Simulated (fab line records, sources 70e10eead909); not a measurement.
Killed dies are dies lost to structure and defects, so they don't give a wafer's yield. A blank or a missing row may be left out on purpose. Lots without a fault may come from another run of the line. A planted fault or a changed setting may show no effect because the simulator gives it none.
Chamber matching | flow nand_harc | NHARC_A_STAIRCASE_STRIP_476 on rie_diel-04: 3 sister chambers
The step strips in O2, time 20 s. 14 wafers are shown with their chamber, then 4 later ones without.

WAFERS WITH THEIR CHAMBER
wafer  | chamber | drypump_motor_current_A (A) | showerhead_plenum_p_Torr (Torr) | oes_product_au (a.u.)
L133.1 | 1       | 5.49                        | 3.71                            | 1.010
L133.2 | 3       | 5.63                        | 3.58                            | 1.007
L133.5 | 2       | 5.69                        | 3.57                            | 0.998
L139.1 | 1       | 5.51                        | 3.69                            | 1.007
L139.4 | 3       | 5.65                        | 3.57                            | 1.003
L139.5 | 1       | 5.46                        | 3.69                            | 1.004
L141.1 | 1       | 5.52                        | 3.69                            | 1.004
L141.3 | 3       | 5.64                        | 3.57                            | 1.006
L141.6 | 3       | 5.63                        | 3.57                            | 1.006
L150.1 | 3       | 5.64                        | 3.55                            | 1.004
L150.2 | 2       | 5.66                        | 3.54                            | 0.982
L150.3 | 1       | 5.47                        | 3.67                            | 0.980
L149.1 | 1       | 5.48                        | 3.67                            | 0.995
L149.4 | 1       | 5.47                        | 3.67                            | 0.973

SIGNATURES (means of the wafers above)
reading                  | chamber 1 | chamber 2 | chamber 3 | scatter within a chamber
drypump_motor_current_A  | 5.4857    | 5.6750    | 5.6380    | 0.0183
showerhead_plenum_p_Torr | 3.6843    | 3.5550    | 3.5680    | 0.0145
oes_product_au           | 0.99614   | 0.99000   | 1.00520   | 0.0112
Rule: a wafer's distance from a chamber is the root of the sum, over the readings, of the square of ((its reading less the chamber's mean) divided by the reading's scatter). The wafer belongs to the nearest chamber; if the next one is less than 2 further off, it can't be placed. The scatter: the root of (the sum of the squares of (reading less its chamber's mean) over the shown wafers, divided by (wafers less chambers)).

WAFERS WITHOUT THEIR CHAMBER
wafer  | drypump_motor_current_A (A) | showerhead_plenum_p_Torr (Torr) | oes_product_au (a.u.)
L153.2 | 5.62                        | 3.55                            | 1.001
L153.6 | 5.45                        | 3.67                            | 0.985
L154.1 | 5.64                        | 3.55                            | 0.989
L154.5 | 5.44                        | 3.67                            | 0.988

WHICH CHAMBER EACH WENT THROUGH
wafer  | from the rows above     | in truth
L153.2 | can't be placed: 3 or 2 | 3
L153.6 | 1                       | 1
L154.1 | can't be placed: 3 or 2 | 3
L154.5 | 1                       | 1
Placed correctly: 2 of 4. Can't be placed from these rows: 2 (the true chamber is among the candidates in 2). Placed wrongly: 0.
